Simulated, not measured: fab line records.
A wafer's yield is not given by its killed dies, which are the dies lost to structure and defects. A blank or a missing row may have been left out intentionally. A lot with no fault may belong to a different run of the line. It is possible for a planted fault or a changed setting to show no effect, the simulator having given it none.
Chamber matching || flow n5_finfet || N5_BEOL_M0_ETCH_128 on rie_diel-05: 4 sister chambers
The step etches SiCN in CF4/N2, target depth 12 nm, overetch 5.1 nm, time 21.4 s. 36 wafers are shown with their chamber, then 12 later ones without.

## WAFERS PAIRED WITH THEIR CHAMBERS
{"wafer": "L074.3", "chamber": 2, "drypump_motor_current_A (A)": 4.9, "throttle_valve_pct (%)": 15.18, "showerhead_plenum_p_Torr (Torr)": 2.29}
{"wafer": "L074.5", "chamber": 1, "drypump_motor_current_A (A)": 6.2, "throttle_valve_pct (%)": 15.42, "showerhead_plenum_p_Torr (Torr)": 2.24}
{"wafer": "L074.6", "chamber": 0, "drypump_motor_current_A (A)": 5.5, "throttle_valve_pct (%)": 15.63, "showerhead_plenum_p_Torr (Torr)": 2.23}
{"wafer": "L076.1", "chamber": 1, "drypump_motor_current_A (A)": 6.2, "throttle_valve_pct (%)": 15.45, "showerhead_plenum_p_Torr (Torr)": 2.24}
{"wafer": "L076.2", "chamber": 3, "drypump_motor_current_A (A)": 5.5, "throttle_valve_pct (%)": 15.16, "showerhead_plenum_p_Torr (Torr)": 2.32}
{"wafer": "L076.3", "chamber": 0, "drypump_motor_current_A (A)": 5.5, "throttle_valve_pct (%)": 15.64, "showerhead_plenum_p_Torr (Torr)": 2.23}
{"wafer": "L076.4", "chamber": 2, "drypump_motor_current_A (A)": 4.9, "throttle_valve_pct (%)": 15.22, "showerhead_plenum_p_Torr (Torr)": 2.29}
{"wafer": "L076.5", "chamber": 0, "drypump_motor_current_A (A)": 5.5, "throttle_valve_pct (%)": 15.64, "showerhead_plenum_p_Torr (Torr)": 2.23}
{"wafer": "L076.6", "chamber": 3, "drypump_motor_current_A (A)": 5.5, "throttle_valve_pct (%)": 15.17, "showerhead_plenum_p_Torr (Torr)": 2.32}
{"wafer": "L077.2", "chamber": 0, "drypump_motor_current_A (A)": 5.5, "throttle_valve_pct (%)": 15.64, "showerhead_plenum_p_Torr (Torr)": 2.23}
{"wafer": "L077.5", "chamber": 0, "drypump_motor_current_A (A)": 5.5, "throttle_valve_pct (%)": 15.64, "showerhead_plenum_p_Torr (Torr)": 2.23}
{"wafer": "L077.6", "chamber": 3, "drypump_motor_current_A (A)": 5.5, "throttle_valve_pct (%)": 15.17, "showerhead_plenum_p_Torr (Torr)": 2.32}
{"wafer": "L079.1", "chamber": 1, "drypump_motor_current_A (A)": 6.2, "throttle_valve_pct (%)": 15.47, "showerhead_plenum_p_Torr (Torr)": 2.23}
{"wafer": "L079.3", "chamber": 3, "drypump_motor_current_A (A)": 5.5, "throttle_valve_pct (%)": 15.18, "showerhead_plenum_p_Torr (Torr)": 2.32}
{"wafer": "L079.5", "chamber": 0, "drypump_motor_current_A (A)": 5.5, "throttle_valve_pct (%)": 15.63, "showerhead_plenum_p_Torr (Torr)": 2.22}
{"wafer": "L080.1", "chamber": 1, "drypump_motor_current_A (A)": 6.2, "throttle_valve_pct (%)": 15.47, "showerhead_plenum_p_Torr (Torr)": 2.23}
{"wafer": "L080.2", "chamber": 2, "drypump_motor_current_A (A)": 4.9, "throttle_valve_pct (%)": 15.21, "showerhead_plenum_p_Torr (Torr)": 2.28}
{"wafer": "L080.4", "chamber": 0, "drypump_motor_current_A (A)": 5.5, "throttle_valve_pct (%)": 15.65, "showerhead_plenum_p_Torr (Torr)": 2.22}
{"wafer": "L081.1", "chamber": 1, "drypump_motor_current_A (A)": 6.2, "throttle_valve_pct (%)": 15.46, "showerhead_plenum_p_Torr (Torr)": 2.23}
{"wafer": "L081.2", "chamber": 2, "drypump_motor_current_A (A)": 4.9, "throttle_valve_pct (%)": 15.22, "showerhead_plenum_p_Torr (Torr)": 2.28}
{"wafer": "L081.3", "chamber": 0, "drypump_motor_current_A (A)": 5.5, "throttle_valve_pct (%)": 15.65, "showerhead_plenum_p_Torr (Torr)": 2.22}
{"wafer": "L081.4", "chamber": 3, "drypump_motor_current_A (A)": 5.5, "throttle_valve_pct (%)": 15.19, "showerhead_plenum_p_Torr (Torr)": 2.32}
{"wafer": "L081.5", "chamber": 3, "drypump_motor_current_A (A)": 5.5, "throttle_valve_pct (%)": 15.16, "showerhead_plenum_p_Torr (Torr)": 2.31}
{"wafer": "L081.6", "chamber": 0, "drypump_motor_current_A (A)": 5.5, "throttle_valve_pct (%)": 15.66, "showerhead_plenum_p_Torr (Torr)": 2.22}
{"wafer": "L082.1", "chamber": 3, "drypump_motor_current_A (A)": 5.5, "throttle_valve_pct (%)": 15.17, "showerhead_plenum_p_Torr (Torr)": 2.31}
{"wafer": "L082.2", "chamber": 0, "drypump_motor_current_A (A)": 5.5, "throttle_valve_pct (%)": 15.67, "showerhead_plenum_p_Torr (Torr)": 2.22}
{"wafer": "L082.3", "chamber": 1, "drypump_motor_current_A (A)": 6.2, "throttle_valve_pct (%)": 15.47, "showerhead_plenum_p_Torr (Torr)": 2.23}
{"wafer": "L083.3", "chamber": 2, "drypump_motor_current_A (A)": 4.9, "throttle_valve_pct (%)": 15.22, "showerhead_plenum_p_Torr (Torr)": 2.28}
{"wafer": "L083.4", "chamber": 1, "drypump_motor_current_A (A)": 6.2, "throttle_valve_pct (%)": 15.49, "showerhead_plenum_p_Torr (Torr)": 2.23}
{"wafer": "L083.5", "chamber": 0, "drypump_motor_current_A (A)": 5.5, "throttle_valve_pct (%)": 15.65, "showerhead_plenum_p_Torr (Torr)": 2.22}
{"wafer": "L088.1", "chamber": 3, "drypump_motor_current_A (A)": 5.5, "throttle_valve_pct (%)": 15.22, "showerhead_plenum_p_Torr (Torr)": 2.31}
{"wafer": "L088.2", "chamber": 1, "drypump_motor_current_A (A)": 6.2, "throttle_valve_pct (%)": 15.50, "showerhead_plenum_p_Torr (Torr)": 2.23}
{"wafer": "L088.3", "chamber": 0, "drypump_motor_current_A (A)": 5.5, "throttle_valve_pct (%)": 15.70, "showerhead_plenum_p_Torr (Torr)": 2.22}
{"wafer": "L088.4", "chamber": 2, "drypump_motor_current_A (A)": 4.9, "throttle_valve_pct (%)": 15.26, "showerhead_plenum_p_Torr (Torr)": 2.28}
{"wafer": "L088.5", "chamber": 0, "drypump_motor_current_A (A)": 5.5, "throttle_valve_pct (%)": 15.70, "showerhead_plenum_p_Torr (Torr)": 2.22}
{"wafer": "L088.6", "chamber": 3, "drypump_motor_current_A (A)": 5.4, "throttle_valve_pct (%)": 15.21, "showerhead_plenum_p_Torr (Torr)": 2.31}

SIGNATURES, as means of the wafers listed above
{"reading": "drypump_motor_current_A", "chamber 0": 5.500, "chamber 1": 6.200, "chamber 2": 4.900, "chamber 3": 5.489, "scatter within a chamber": 0.0167}
{"reading": "throttle_valve_pct", "chamber 0": 15.6538, "chamber 1": 15.4663, "chamber 2": 15.2183, "chamber 3": 15.1811, "scatter within a chamber": 0.0235}
{"reading": "showerhead_plenum_p_Torr", "chamber 0": 2.2238, "chamber 1": 2.2325, "chamber 2": 2.2833, "chamber 3": 2.3156, "scatter within a chamber": 0.00504}
Rule: for each reading, subtract the chamber's mean from the wafer's reading, divide by that reading's scatter and square the result; add these up over the readings and take the root, which gives the wafer's distance from the chamber. The wafer belongs to the nearest chamber; if the next one is less than 2 further off, it can't be placed. How the scatter is found: for the shown wafers, subtract from each reading the mean of its chamber, square and add these, divide the total by (wafers less chambers), then take the root.

## WAFERS MISSING THEIR CHAMBER
{"wafer": "L095.2", "drypump_motor_current_A (A)": 6.2, "throttle_valve_pct (%)": 15.54, "showerhead_plenum_p_Torr (Torr)": 2.22}
{"wafer": "L095.3", "drypump_motor_current_A (A)": 5.5, "throttle_valve_pct (%)": 15.24, "showerhead_plenum_p_Torr (Torr)": 2.30}
{"wafer": "L095.5", "drypump_motor_current_A (A)": 5.5, "throttle_valve_pct (%)": 15.73, "showerhead_plenum_p_Torr (Torr)": 2.21}
{"wafer": "L096.2", "drypump_motor_current_A (A)": 6.2, "throttle_valve_pct (%)": 15.53, "showerhead_plenum_p_Torr (Torr)": 2.22}
{"wafer": "L096.4", "drypump_motor_current_A (A)": 4.9, "throttle_valve_pct (%)": 15.29, "showerhead_plenum_p_Torr (Torr)": 2.27}
{"wafer": "L096.5", "drypump_motor_current_A (A)": 4.9, "throttle_valve_pct (%)": 15.30, "showerhead_plenum_p_Torr (Torr)": 2.27}
{"wafer": "L097.1", "drypump_motor_current_A (A)": 4.9, "throttle_valve_pct (%)": 15.29, "showerhead_plenum_p_Torr (Torr)": 2.27}
{"wafer": "L097.2", "drypump_motor_current_A (A)": 6.2, "throttle_valve_pct (%)": 15.56, "showerhead_plenum_p_Torr (Torr)": 2.22}
{"wafer": "L097.3", "drypump_motor_current_A (A)": 5.5, "throttle_valve_pct (%)": 15.73, "showerhead_plenum_p_Torr (Torr)": 2.21}
{"wafer": "L097.4", "drypump_motor_current_A (A)": 5.5, "throttle_valve_pct (%)": 15.24, "showerhead_plenum_p_Torr (Torr)": 2.30}
{"wafer": "L097.5", "drypump_motor_current_A (A)": 4.9, "throttle_valve_pct (%)": 15.29, "showerhead_plenum_p_Torr (Torr)": 2.27}
{"wafer": "L097.6", "drypump_motor_current_A (A)": 5.5, "throttle_valve_pct (%)": 15.26, "showerhead_plenum_p_Torr (Torr)": 2.30}

## WHICH CHAMBER EACH ONE RAN IN
{"wafer": "L095.2", "from the rows above": 1, "in truth": 1}
{"wafer": "L095.3", "from the rows above": 3, "in truth": 3}
{"wafer": "L095.5", "from the rows above": 0, "in truth": 0}
{"wafer": "L096.2", "from the rows above": 1, "in truth": 1}
{"wafer": "L096.4", "from the rows above": 2, "in truth": 2}
{"wafer": "L096.5", "from the rows above": 2, "in truth": 2}
{"wafer": "L097.1", "from the rows above": 2, "in truth": 2}
{"wafer": "L097.2", "from the rows above": 1, "in truth": 1}
{"wafer": "L097.3", "from the rows above": 0, "in truth": 0}
{"wafer": "L097.4", "from the rows above": 3, "in truth": 3}
{"wafer": "L097.5", "from the rows above": 2, "in truth": 2}
{"wafer": "L097.6", "from the rows above": 3, "in truth": 3}
Correctly placed: 12 of 12. Number that these rows cannot place: 0. 0 placed wrongly.
